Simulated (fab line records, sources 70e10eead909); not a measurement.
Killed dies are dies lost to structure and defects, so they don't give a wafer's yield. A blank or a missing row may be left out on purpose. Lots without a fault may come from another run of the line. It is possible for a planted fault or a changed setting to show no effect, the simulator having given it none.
fab line records	flow nand_harc
record: lots: 24	wafers: 72	last_day: 34
route steps=1302 shown A_WL_FILL@953 A_CONTACT@986
lots with no fault: from the same line, run without faults
start_h: start of the lot's first displayed wafer, in hours after the record's first day	wait_h: hours elapsed since this lot's preceding step	" identical to the entry in the row above	L1.1+2: several wafers, shown together as one row	- no value, or no start was given	* or withheld: withheld	< > ~ a bound
route shown NAME@n: NAME is a module with steps in the file, n the number in the route of the first one	usual: average and standard deviation across the fault-free wafers	same: alike in all rows	chamber/n: place in a boat	sites: readings site by site	_std_site: the values' standard deviation	_edge_site: mean of outer sites minus mean of inner sites	radius_mm: how far each site lies from the wafer's centre	mask NAME#n: copy n	behind: the last tool/chamber to shape the wafer	hold: why the lot went on hold/how many hours it stayed there/how the hold came to an end	device: whichever transistor did not switch (one of n, p or np)	end of line: tests run on the same wafers once the route is complete	a step with no rows: only its recipe	killed: at the first sort, the dies lost to defects and structure; wafer yield is something else	map: dies across one wafer; x = killed, . = not, _ = none there
set.NAME: the setting that was run; set.NAME@STEP: the one run at that earlier step	model.NAME: the simulator's own value behind a step, which no gauge read
the route's steps for a sample of lots (tables are steps, rows are wafers)
services: the hour from which a tool's chamber was out of use, counted from the record's first day as start_h (under 0 if before that day), plus the number of hours and why
== steps ==
step: NHARC_A_WL_FILL_RTA_01
recipe: temp_c: 1000	time_s: 5
usual: lamp_power_pct: 28.6/1.4	wafer_temp_C_max: 1006.5/1.6
lot.wafer	tool	chamber	start_h	wait_h	lamp_power_pct	wafer_temp_C_max
L074.1	rtp_anneal-01	0	462.54	-	29.7	1007.2
L074.2	"	0	"	"	29.7	1006.1
L074.5	"	0	"	"	29.7	1009.1
L075.4	rtp_anneal-01	0	474.34	-	29.7	1007.4
L075.5	"	0	"	"	29.7	1007.1
L075.6	"	0	"	"	29.7	1008.3
L076.3	rtp_anneal-01	0	483.86	-	29.6	1004.5
L076.4	"	0	"	"	29.6	1005.6
L076.6	"	0	"	"	29.6	1006.6
L077.1	rtp_anneal-01	0	487.25	-	29.6	1006.6
L077.4	"	0	"	"	29.7	1005.5
L077.5	"	0	"	"	29.7	1006.3
L078.4	rtp_anneal-02	0	507.51	-	26.7	1004.0
L078.5	"	0	"	"	26.8	1005.8
L078.6	"	0	"	"	26.8	1004.2
L079.1	rtp_anneal-01	0	515.09	-	29.7	1007.3
L079.4	"	0	"	"	29.7	1006.3
L079.5	"	0	"	"	29.7	1007.1
L080.3	rtp_anneal-01	0	530.78	-	29.7	1006.5
L080.4	"	0	"	"	29.7	1008.7
L080.6	"	0	"	"	29.7	1009.6
L081.2	rtp_anneal-02	0	530.92	-	26.8	1004.1
L081.3	"	0	"	"	26.7	1004.8
L081.6	"	0	"	"	26.7	1003.6
L082.1	rtp_anneal-01	0	549.50	-	29.7	1006.7
L082.3	"	0	"	"	29.7	1006.2
L082.5	"	0	"	"	29.7	1005.5
L084.2	rtp_anneal-02	0	558.64	-	26.8	1003.7
L084.3	"	0	"	"	26.8	1004.1
L084.4	"	0	"	"	26.8	1005.3
L083.1	rtp_anneal-01	0	564.05	-	29.6	1006.3
L083.2	"	0	"	"	29.7	1006.9
L083.6	"	0	"	"	29.6	1007.1
L086.1	rtp_anneal-01	0	582.95	-	29.6	1007.2
L086.5	"	0	"	"	29.7	1005.2
L086.6	"	0	"	"	29.7	1006.1
L085.1	rtp_anneal-02	0	582.99	-	26.8	1004.4
L085.2	"	0	"	"	26.7	1003.8
L085.4	"	0	"	"	26.8	1004.2
L087.1	rtp_anneal-01	0	608.87	-	29.7	1005.9
L087.5	"	0	"	"	29.7	1006.4
L087.6	"	0	"	"	29.7	1008.0
L089.2	rtp_anneal-02	0	613.33	-	26.8	1005.4
L089.3	"	0	"	"	26.8	1004.8
L089.5	"	0	"	"	26.8	1005.6
L088.3	rtp_anneal-01	0	613.52	-	29.7	1007.5
L088.5	"	0	"	"	29.7	1006.0
L088.6	"	0	"	"	29.7	1007.5
L090.1	rtp_anneal-01	0	628.15	-	29.7	1007.4
L090.2	"	0	"	"	29.7	1005.6
L090.5	"	0	"	"	29.7	1006.4
L091.2	rtp_anneal-02	0	630.69	-	26.8	1006.1
L091.4	"	0	"	"	26.8	1004.4
L091.5	"	0	"	"	26.7	1004.5
L093.1	rtp_anneal-01	0	639.06	-	29.7	1007.4
L093.4	"	0	"	"	29.7	1004.5
L093.6	"	0	"	"	29.7	1007.2
L092.1	rtp_anneal-02	0	639.23	-	26.7	1006.1
L092.2	"	0	"	"	26.8	1006.5
L092.3	"	0	"	"	26.8	1005.0
L094.3	rtp_anneal-02	0	661.12	0.3	26.9	1005.4
L094.4	"	0	"	"	26.7	1005.1
L094.5	"	0	"	"	26.8	1004.6
L095.2	rtp_anneal-01	0	682.09	-	29.7	1008.6
L095.4	"	0	"	"	29.6	1006.9
L095.6	"	0	"	"	29.7	1014.8
L096.2	rtp_anneal-02	0	692.66	-	26.8	1005.8
L096.4	"	0	"	"	26.7	1005.6
L096.6	"	0	"	"	26.8	1005.8
L097.4	rtp_anneal-01	0	707.12	-	29.7	1005.6
L097.5	"	0	"	"	29.7	1006.7
L097.6	"	0	"	"	29.7	1008.2
step: NHARC_A_WL_FILL_ALD_10
recipe: target_thk_a: 500	pulse_time_s: 10	ald_cycles: 500	temp_c: 300	material: SiO2
usual: heater_power_w: 498/47	precursor_pulse_height_rel: 1.002/0.02
same: ald_cycles: 500
lot.wafer	tool	chamber	start_h	wait_h	heater_power_w	precursor_pulse_height_rel
L074.2	ald_hk-03	2	468.58	0.6	455	1.029
L074.1	"	3	"	"	454	0.989
L074.5	"	1	470.13	2.1	492	0.993
L075.4	ald_hk-03	3	484.55	0.6	464	1.000
L075.6	"	2	486.09	2.1	456	1.007
L075.5	"	3	"	"	458	1.041
L076.4	ald_hk-04	1	496.75	0.6	519	1.007
L076.3	"	3	497.79	1.6	557	0.989
L076.6	"	0	"	"	472	1.026
L077.4	ald_hk-03	1	497.24	1.1	495	1.014
L077.1	"	2	"	"	440	0.983
L077.5	"	3	"	"	465	0.983
L078.4	ald_hk-03	2	514.30	0.0	454	1.004
L078.5	"	2	516.34	2.1	444	1.031
L078.6	"	3	"	"	463	0.973
L079.4	ald_hk-03	0	524.17	1.1	553	0.983
L079.1	"	1	"	"	494	0.986
L079.5	"	3	525.72	2.6	464	1.025
L080.4	ald_hk-03	3	537.16	0.0	463	1.000
L080.3	"	0	"	"	543	1.037
L080.6	"	0	539.77	2.7	555	0.995
L081.2	ald_hk-04	0	537.16	0.1	470	1.011
L081.3	"	1	"	"	514	0.995
L081.6	"	0	539.23	2.1	478	1.025
L082.3	ald_hk-04	0	558.84	1.1	473	1.019
L082.1	"	1	"	"	506	0.989
L082.5	"	3	560.40	2.6	550	0.976
L084.2	ald_hk-03	2	566.83	1.4	445	1.023
L084.3	"	0	567.87	2.4	566	1.007
L084.4	"	1	"	"	498	0.967
L083.2	ald_hk-04	1	571.98	1.2	531	0.968
L083.1	"	2	"	"	553	0.993
L083.6	"	3	"	"	545	1.015
L085.2	ald_hk-04	1	589.25	0.1	521	0.976
L085.1	"	2	"	"	557	0.997
L085.4	"	3	"	"	559	0.993
L086.1	ald_hk-02	3	589.76	0.6	408	1.008
L086.6	"	2	591.32	2.1	411	0.999
L086.5	"	3	"	"	408	0.998
L087.1	ald_hk-03	0	619.26	1.7	568	1.003
L087.5	"	1	"	"	504	0.960
L087.6	"	2	"	"	461	0.998
L089.3	ald_hk-02	1	621.07	3.6	423	1.015
L089.2	"	3	622.10	4.6	413	1.016
L089.5	"	0	"	"	542	1.034
L088.3	ald_hk-03	3	622.37	4.8	455	1.001
L088.6	"	0	"	"	572	0.985
L088.5	"	1	"	"	503	0.966
L091.4	ald_hk-03	0	636.58	1.1	576	0.985
L091.2	"	1	"	"	499	0.994
L091.5	"	3	638.13	2.6	453	1.010
L090.1	ald_hk-04	1	637.61	2.1	488	1.002
L090.2	"	2	638.64	3.1	535	1.021
L090.5	"	3	639.67	4.2	559	1.017
L092.2	ald_hk-03	2	645.46	0.1	463	1.017
L092.3	"	3	"	"	447	1.031
L092.1	"	1	647.01	1.6	503	1.027
L093.1	ald_hk-04	0	645.46	0.1	469	0.998
L093.4	"	3	648.53	3.1	566	0.962
L093.6	"	1	650.58	5.2	485	1.009
L094.4	ald_hk-04	2	667.66	0.1	539	0.995
L094.3	"	0	668.67	1.1	479	1.010
L094.5	"	2	669.69	2.1	536	1.034
L095.2	ald_hk-04	2	688.88	0.1	547	1.012
L095.4	"	3	"	"	557	1.010
L095.6	"	3	691.46	2.6	558	0.987
L096.4	ald_hk-04	3	700.35	0.1	558	1.014
L096.2	"	0	"	"	484	0.977
L096.6	"	0	702.94	2.6	480	0.989
L097.4	ald_hk-03	0	714.45	1.1	577	0.990
L097.6	"	3	717.52	4.1	451	1.009
L097.5	"	0	718.55	5.2	576	0.987
step: NHARC_A_WL_FILL_ETCHBACK_17
recipe: target_depth_a: 40	time_s: 26.7	chemistry: Cl2/BCl3
usual: drypump_motor_current_A: 6.0/0.36	oes_product_au: 1.001/0.011
lot.wafer	tool	chamber	start_h	wait_h	drypump_motor_current_A	oes_product_au	rf_hours_counter_h
L074.1	rie_metal-02	1	472.89	-	5.9	0.988	0.1
L074.2	"	0	"	"	6.1	0.994	0.1
L074.5	"	1	"	"	6.0	0.986	-
L075.4	rie_metal-02	0	488.93	-	6.1	1.004	-
L075.5	"	0	"	"	6.1	1.002	-
L075.6	"	1	"	"	6.0	0.993	-
L077.1	rie_metal-01	1	501.10	-	5.9	1.015	1.9
L077.4	"	1	"	"	5.9	1.018	-
L077.5	"	0	"	"	6.5	1.006	-
L076.4	rie_metal-02	0	501.16	-	6.1	0.999	-
L076.3	"	1	"	"	6.0	0.972	-
L076.6	"	0	"	"	6.1	0.981	-
L078.4	rie_metal-01	1	519.16	-	5.9	0.994	-
L078.6	"	0	"	"	6.6	1.009	-
L078.5	"	1	"	"	5.9	1.013	-
L079.1	rie_metal-02	1	527.99	-	6.0	0.982	0.7
L079.4	"	1	"	"	6.0	0.974	-
L079.5	"	0	"	"	6.0	0.988	-
L081.2	rie_metal-01	0	542.00	-	6.6	1.024	2.4
L081.3	"	1	"	"	5.9	1.019	-
L081.6	"	1	"	"	5.9	1.026	-
L080.3	rie_metal-02	0	542.08	-	6.1	0.998	-
L080.4	"	1	"	"	6.0	0.991	-
L080.6	"	0	"	"	6.0	1.007	-
L082.1	rie_metal-01	0	562.67	-	6.6	1.011	2.7
L082.3	"	0	"	"	6.5	1.008	-
L082.5	"	1	"	"	5.9	1.013	-
L084.2	rie_metal-01	0	571.71	-	6.6	1.017	2.8
L084.4	"	0	"	"	6.6	1.008	-
L084.3	"	1	"	"	5.9	1.018	-
L083.1	rie_metal-02	1	575.79	-	6.0	0.997	1.8
L083.2	"	0	"	"	6.1	0.996	1.7
L083.6	"	0	"	"	6.1	1.004	-
L085.2	rie_metal-03	0	594.07	-	6.6	0.993	1.6
L085.1	"	1	"	"	5.0	1.002	1.6
L085.4	"	1	"	"	5.0	0.996	-
L086.1	rie_metal-01	0	594.11	-	6.5	1.019	0.2
L086.6	"	1	"	"	5.9	1.019	-
L086.5	"	0	"	"	6.5	1.013	-
L087.1	rie_metal-02	0	622.53	-	6.1	0.993	2.2
L087.5	"	0	"	"	6.0	0.991	-
L087.6	"	1	"	"	6.0	0.986	-
L089.2	rie_metal-03	0	625.38	-	6.5	1.006	2.1
L089.3	"	1	"	"	5.0	0.985	-
L089.5	"	1	"	"	5.0	0.985	-
L088.3	rie_metal-01	1	626.21	-	5.9	1.000	-
L088.5	"	0	"	"	6.5	1.016	-
L088.6	"	1	"	"	5.9	1.007	-
L091.2	rie_metal-02	1	640.39	-	5.9	1.003	0
L091.4	"	1	"	"	5.9	0.996	-
L091.5	"	1	"	"	6.0	1.002	-
L090.1	rie_metal-02	1	643.48	-	6.0	1.005	0.1
L090.2	"	0	"	"	6.1	0.997	0.1
L090.5	"	1	"	"	6.0	1.013	-
L092.2	rie_metal-02	1	650.29	-	6.0	1.006	0.1
L092.1	"	0	"	"	6.0	1.002	0.1
L092.3	"	0	"	"	6.0	1.001	-
L093.1	rie_metal-02	1	653.34	-	6.0	0.995	0.2
L093.4	"	1	"	"	6.0	0.988	-
L093.6	"	1	"	"	6.0	1.000	-
L094.4	rie_metal-02	1	672.49	-	6.0	1.006	-
L094.3	"	0	"	"	6.1	1.002	-
L094.5	"	1	"	"	6.0	1.006	-
L095.2	rie_metal-02	1	693.71	-	5.9	0.988	0.5
L095.4	"	1	"	"	5.9	0.992	-
L095.6	"	0	"	"	6.1	1.002	-
L096.2	rie_metal-03	1	705.22	-	5.0	1.002	0
L096.4	"	1	"	"	5.0	1.004	-
L096.6	"	0	"	"	6.5	1.000	-
L097.4	rie_metal-02	1	721.34	-	6.0	1.011	-
L097.5	"	1	"	"	6.0	0.998	-
L097.6	"	0	"	"	6.0	1.010	-
step: NHARC_A_WL_FILL_ETCHBACK_26
recipe: target_depth_a: 520	time_s: 13.3	hbr_flow_sccm: 150	rf_w: 350	icp_w: 350	bias_w: 60	chemistry: HBr
usual: drypump_motor_current_A: 5.9/0.52	oes_product_au: 1.002/0.0091	rf_fwd_power_W: 342.2/1.5	throttle_valve_pct: 23.264/0.0085
lot.wafer	tool	chamber	start_h	wait_h	drypump_motor_current_A	oes_product_au	rf_fwd_power_W	rf_hours_counter_h	throttle_valve_pct
L074.1	rie_si-05	0	478.15	0.4	5.9	0.986	343.6	1.0	23.256
L074.2	"	3	"	"	6.6	1.002	342.4	1.0	23.260
L074.5	"	0	"	"	5.9	0.984	343.5	-	23.269
L075.4	rie_si-05	0	494.03	0.4	5.9	1.002	341.6	0	23.257
L075.5	"	3	"	"	6.6	0.990	343.2	-	23.273
L075.6	"	0	"	"	5.9	0.998	342.7	-	23.264
L077.1	rie_si-05	1	506.33	0.4	5.6	1.003	343.0	0.0	23.261
L077.4	"	2	"	"	4.9	1.023	340.1	0.1	23.269
L077.5	"	2	"	"	4.8	1.003	340.4	-	23.279
L076.3	rie_si-02	3	506.35	0.4	6.6	0.982	341.7	0.3	23.269
L076.4	"	0	"	"	5.5	1.000	346.2	0.3	23.255
L076.6	"	2	"	"	5.2	0.998	342.6	-	23.259
L078.4	rie_si-01	3	524.35	0.4	6.6	1.018	341.5	1.0	23.280
L078.6	"	2	"	"	5.5	1.009	340.2	-	23.255
L078.5	"	3	"	"	6.6	1.006	341.9	-	23.280
L079.1	rie_si-05	3	533.70	0.4	6.5	1.006	342.4	0.2	23.256
L079.4	"	2	"	"	4.9	1.007	340.4	0.3	23.275
L079.5	"	0	"	"	5.9	1.002	342.1	-	23.282
L081.3	rie_si-02	0	547.30	0.4	5.5	0.993	345.4	0.5	23.255
L081.2	"	3	"	"	6.6	0.984	342.0	0.5	23.266
L081.6	"	0	"	"	5.5	1.000	344.9	-	23.265
L080.3	rie_si-05	0	547.32	0.4	5.9	0.993	341.9	0.3	23.271
L080.4	"	1	"	"	5.6	1.013	341.1	0.4	23.279
L080.6	"	3	"	"	6.5	1.004	344.3	-	23.258
L082.1	rie_si-05	3	567.87	0.4	6.5	1.007	343.9	0.4	23.280
L082.3	"	0	"	"	5.9	0.998	342.6	0.4	23.271
L082.5	"	3	"	"	6.5	1.001	341.1	-	23.250
L084.3	rie_si-01	3	576.98	0.4	6.5	0.995	339.6	0.1	23.259
L084.2	"	0	"	"	6.1	0.991	342.6	0.1	23.273
L084.4	"	2	"	"	5.5	1.004	342.0	0.1	23.257
L083.1	rie_si-01	2	580.94	0.4	5.5	1.004	340.2	0.1	23.272
L083.2	"	0	"	"	6.2	0.990	341.7	0.1	23.258
L083.6	"	1	"	"	6.1	1.025	339.2	-	23.266
L086.1	rie_si-05	0	599.17	0.4	5.9	1.002	342.1	0.6	23.265
L086.6	"	0	"	"	5.9	1.009	343.4	-	23.272
L086.5	"	1	"	"	5.6	1.010	343.1	-	23.259
L085.4	rie_si-02	0	599.18	0.4	5.5	0.994	346.1	0.8	23.263
L085.1	"	1	"	"	5.6	0.998	339.4	0.9	23.259
L085.2	"	2	"	"	5.2	1.011	341.0	0.9	23.290
L087.1	rie_si-05	2	627.79	0.4	4.9	1.007	342.8	0.8	23.266
L087.5	"	1	"	"	5.6	0.996	341.5	-	23.277
L087.6	"	2	"	"	4.9	0.998	341.6	-	23.254
L089.3	rie_si-01	0	630.59	0.4	6.2	0.993	341.6	0.5	23.258
L089.2	"	3	"	"	6.5	1.002	340.3	0.5	23.256
L089.5	"	1	"	"	6.1	1.020	340.9	-	23.251
L088.3	rie_si-02	2	630.61	0.4	5.2	1.011	341.6	1.1	23.261
L088.6	"	1	"	"	5.6	0.998	341.3	-	23.279
L088.5	"	2	"	"	5.3	1.011	340.8	-	23.257
L091.4	rie_si-01	1	645.61	0.4	6.1	1.019	343.6	0.6	23.260
L091.2	"	3	"	"	6.5	1.006	341.0	0.7	23.277
L091.5	"	1	"	"	6.1	1.015	342.3	-	23.264
L090.1	rie_si-02	0	648.68	0.4	5.5	0.989	344.1	0.1	23.255
L090.2	"	2	"	"	5.2	0.999	340.9	0.1	23.263
L090.5	"	3	"	"	6.6	1.002	339.5	-	23.266
L092.3	rie_si-01	3	655.52	0.4	6.5	1.000	341.1	0.7	23.263
L092.2	"	0	"	"	6.2	1.007	339.4	0.7	23.267
L092.1	"	1	"	"	6.1	1.018	342.2	0.6	23.265
L093.4	rie_si-02	1	658.49	0.4	5.6	0.981	341.7	0.1	23.266
L093.1	"	2	"	"	5.2	1.003	342.5	0.1	23.268
L093.6	"	1	"	"	5.6	0.993	342.8	-	23.280
L094.3	rie_si-05	2	677.71	0.4	4.9	0.995	342.2	0.0	23.267
L094.4	"	3	"	"	6.5	1.010	344.3	0.1	23.259
L094.5	"	1	"	"	5.6	1.000	343.3	-	23.270
L095.2	rie_si-01	1	698.92	0.4	6.1	1.018	342.9	0.8	23.250
L095.4	"	3	"	"	6.5	1.000	342.4	0.9	23.254
L095.6	"	1	"	"	6.1	1.011	342.3	-	23.249
L096.2	rie_si-01	3	710.39	0.4	6.5	1.000	342.1	1.0	23.265
L096.4	"	2	"	"	5.5	0.996	339.9	0.9	23.262
L096.6	"	3	"	"	6.5	0.998	342.4	-	23.263
L097.4	rie_si-05	3	726.56	0.4	6.5	0.998	344.2	0.5	23.257
L097.6	"	1	"	"	5.6	1.009	343.7	-	23.275
L097.5	"	2	"	"	4.8	1.005	343.2	-	23.267
step: NHARC_A_CONTACT_DEP_29
recipe: target_thk_a: 1000	target_thk_nm: 100	temp_c: 400	pressure_torr: 3.5	flow_sccm: 200	rf_w: 350	material: SiON
usual: heater_power_w: 726/110	rf_fwd_power_W: 348.5/1
lot.wafer	tool	chamber	start_h	wait_h	heater_power_w	rf_fwd_power_W
L074.1	pecvd-04	2	484.40	3.7	544	347.1
L074.2	"	0	"	"	637	348.7
L074.5	"	1	"	"	1031	347.5
L075.6	pecvd-02	1	502.38	0.1	733	349.2
L075.5	"	2	"	"	763	349.2
L075.4	"	0	"	"	756	350.8
L076.3	pecvd-02	2	512.46	2.2	719	348.7
L076.6	"	1	"	"	752	349.3
L076.4	"	0	"	"	741	350.3
L077.1	pecvd-04	1	512.55	3.7	955	347.5
L077.5	"	1	"	"	932	347.6
L077.4	"	2	"	"	553	349.7
L078.6	pecvd-04	0	530.51	0.1	627	347.8
L078.4	"	1	"	"	883	347.7
L078.5	"	2	"	"	535	348.1
L079.1	pecvd-02	0	539.81	3.6	635	348.6
L079.4	"	2	"	"	717	350.3
L079.5	"	0	"	"	645	350.0
L081.2	pecvd-04	2	553.73	2.8	647	349.3
L081.3	"	0	"	"	572	350.1
L081.6	"	2	"	"	626	348.0
L080.3	pecvd-01	1	554.55	2.2	714	349.6
L080.4	"	1	"	"	744	348.2
L080.6	"	2	"	"	812	345.6
L082.3	pecvd-02	2	574.63	2.2	719	349.8
L082.1	"	1	"	"	749	348.8
L082.5	"	0	"	"	756	349.6
L084.2	pecvd-01	2	583.14	2.9	818	348.0
L084.3	"	1	"	"	689	348.4
L084.4	"	2	"	"	842	348.8
L083.1	pecvd-04	0	587.41	3.6	628	348.3
L083.2	"	2	"	"	572	346.8
L083.6	"	1	"	"	920	347.5
L086.1	pecvd-04	1	605.23	3.6	961	347.8
L086.5	"	0	"	"	640	348.8
L086.6	"	1	"	"	983	347.6
L085.2	pecvd-02	0	605.23	2.9	777	348.8
L085.1	"	2	"	"	650	348.3
L085.4	"	0	"	"	640	348.7
L087.1	pecvd-02	1	633.88	3.6	765	349.7
L087.6	"	0	"	"	780	349.6
L087.5	"	2	"	"	596	348.4
L089.2	pecvd-01	2	637.37	3.0	789	349.0
L089.3	"	0	"	"	719	349.0
L089.5	"	2	"	"	806	348.7
L088.3	pecvd-02	1	637.91	2.1	833	349.1
L088.6	"	1	"	"	825	349.3
L088.5	"	2	"	"	718	349.5
L091.2	pecvd-02	0	654.07	2.8	698	347.7
L091.4	"	0	"	"	673	348.6
L091.5	"	1	"	"	725	347.8
L090.1	pecvd-02	1	654.71	3.5	710	348.9
L090.2	"	0	"	"	710	351.1
L090.5	"	0	"	"	738	347.7
L092.1	pecvd-04	0	662.06	3.6	641	348.6
L092.2	"	1	"	"	928	349.0
L092.3	"	2	"	"	632	348.5
L093.1	pecvd-02	0	664.79	3.6	767	347.9
L093.6	"	0	"	"	768	347.4
L093.4	"	2	"	"	711	348.2
L094.3	pecvd-02	0	685.12	2.1	656	350.0
L094.4	"	0	"	"	645	350.0
L094.5	"	1	"	"	781	348.0
L095.2	pecvd-04	1	705.05	2.9	995	348.3
L095.6	"	0	"	"	659	348.4
L095.4	"	1	"	"	986	347.3
L096.2	pecvd-01	0	716.75	2.9	657	347.5
L096.4	"	0	"	"	685	348.8
L096.6	"	0	"	"	699	348.5
L097.5	pecvd-04	0	732.89	0.8	581	347.9
L097.4	"	1	"	"	935	348.7
L097.6	"	2	"	"	595	348.8
step: NHARC_A_CONTACT_ETCH_118
recipe: source_w: withheld	pressure_mtorr: 20	bias_v: 3000	time_s: 190	target_depth_a: 18500	ar_flow_sccm: withheld	c4f8_flow_sccm: withheld	o2_flow_sccm: withheld	chemistry: C4F8/O2/Ar
lot.wafer	tool	chamber	start_h	wait_h	rf_hours_counter_h
L074.2	har_cap_etch-01	1	488.20	0.1	129
L074.1	"	0	"	"	129
L074.5	"	0	"	"	-
L075.4	har_cap_etch-03	1	506.44	0.1	-
L075.5	"	1	"	"	-
L075.6	"	0	"	"	-
L076.4	har_cap_etch-01	0	516.44	0.1	-
L076.3	"	1	"	"	-
L076.6	"	1	"	"	-
L077.1	har_cap_etch-03	1	516.56	0.1	48
L077.4	"	1	"	"	-
L077.5	"	1	"	"	-
L078.4	har_cap_etch-01	1	534.48	0.1	-
L078.6	"	0	"	"	-
L078.5	"	1	"	"	-
L079.1	har_cap_etch-02	1	544.03	0.1	91
L079.4	"	0	"	"	-
L079.5	"	1	"	"	-
L081.2	har_cap_etch-02	0	557.72	0.1	93
L081.3	"	1	"	"	-
L081.6	"	1	"	"	-
L080.3	har_cap_etch-01	1	558.57	0.1	-
L080.4	"	0	"	"	-
L080.6	"	0	"	"	-
L082.1	har_cap_etch-01	0	578.84	0.1	13
L082.3	"	0	"	"	-
L082.5	"	0	"	"	-
L084.2	har_cap_etch-03	0	586.97	0.1	59
L084.4	"	0	"	"	-
L084.3	"	1	"	"	-
L083.2	har_cap_etch-01	0	591.41	0.1	15
L083.1	"	1	"	"	15
L083.6	"	1	"	"	-
L086.1	har_cap_etch-03	1	609.15	0.1	63
L086.6	"	0	"	"	-
L086.5	"	1	"	"	-
L085.2	har_cap_etch-02	0	609.30	0.1	102
L085.1	"	1	"	"	102
L085.4	"	1	"	"	-
L087.1	har_cap_etch-01	0	637.81	0.1	22
L087.6	"	0	"	"	-
L087.5	"	1	"	"	-
L089.2	har_cap_etch-03	0	641.18	0.1	68
L089.3	"	0	"	"	-
L089.5	"	0	"	"	-
L088.3	har_cap_etch-02	0	641.95	0.1	-
L088.6	"	1	"	"	-
L088.5	"	0	"	"	-
L091.2	har_cap_etch-03	1	658.10	0.1	72
L091.4	"	1	"	"	-
L091.5	"	0	"	"	-
L090.2	har_cap_etch-02	0	659.26	0.1	112
L090.1	"	1	"	"	112
L090.5	"	0	"	"	-
L092.2	har_cap_etch-02	1	666.25	0.1	114
L092.1	"	0	"	"	114
L092.3	"	0	"	"	-
L093.1	har_cap_etch-01	0	668.75	0.1	29
L093.4	"	0	"	"	-
L093.6	"	0	"	"	-
L094.3	har_cap_etch-03	0	689.14	0.1	-
L094.4	"	1	"	"	-
L094.5	"	1	"	"	-
L095.2	har_cap_etch-01	1	709.36	0.1	36
L095.4	"	1	"	"	-
L095.6	"	1	"	"	-
L096.2	har_cap_etch-03	0	721.19	0.2	83
L096.4	"	1	"	"	-
L096.6	"	0	"	"	-
L097.4	har_cap_etch-02	1	737.06	0.1	-
L097.5	"	1	"	"	-
L097.6	"	0	"	"	-
== services ==
tool	chamber	start_h	hours	kind
pecvd-04	-	450.21	13.0	pm
rie_metal-02	-	454.12	9.0	pm
rie_si-05	2	455.14	5.1	repair
pecvd-02	-	455.62	4.2	repair
har_cap_etch-01	-	467.74	0.1	repair
pecvd-04	-	468.09	1.3	repair
rie_metal-02	-	473.04	1.0	repair
rie_si-05	-	482.00	9.0	pm
har_cap_etch-01	-	497.49	17.0	pm
rie_metal-02	1	504.99	5.8	repair
rie_metal-02	0	532.40	7.6	repair
rie_si-01	-	547.40	9.0	pm
pecvd-04	2	554.15	3.8	repair
pecvd-02	-	576.44	1.1	repair
ald_hk-03	-	583.19	10.0	pm
pecvd-02	-	589.00	13.0	pm
ald_hk-04	-	613.21	10.0	pm
rie_metal-02	-	631.12	9.0	pm
pecvd-04	-	631.21	13.0	pm
rie_si-05	-	659.00	9.0	pm
rie_metal-02	0	682.68	5.7	repair
rie_metal-02	-	686.87	1.1	repair
pecvd-02	1	692.05	69.3	repair
pecvd-04	2	735.76	10.6	repair
== key ==
fault none
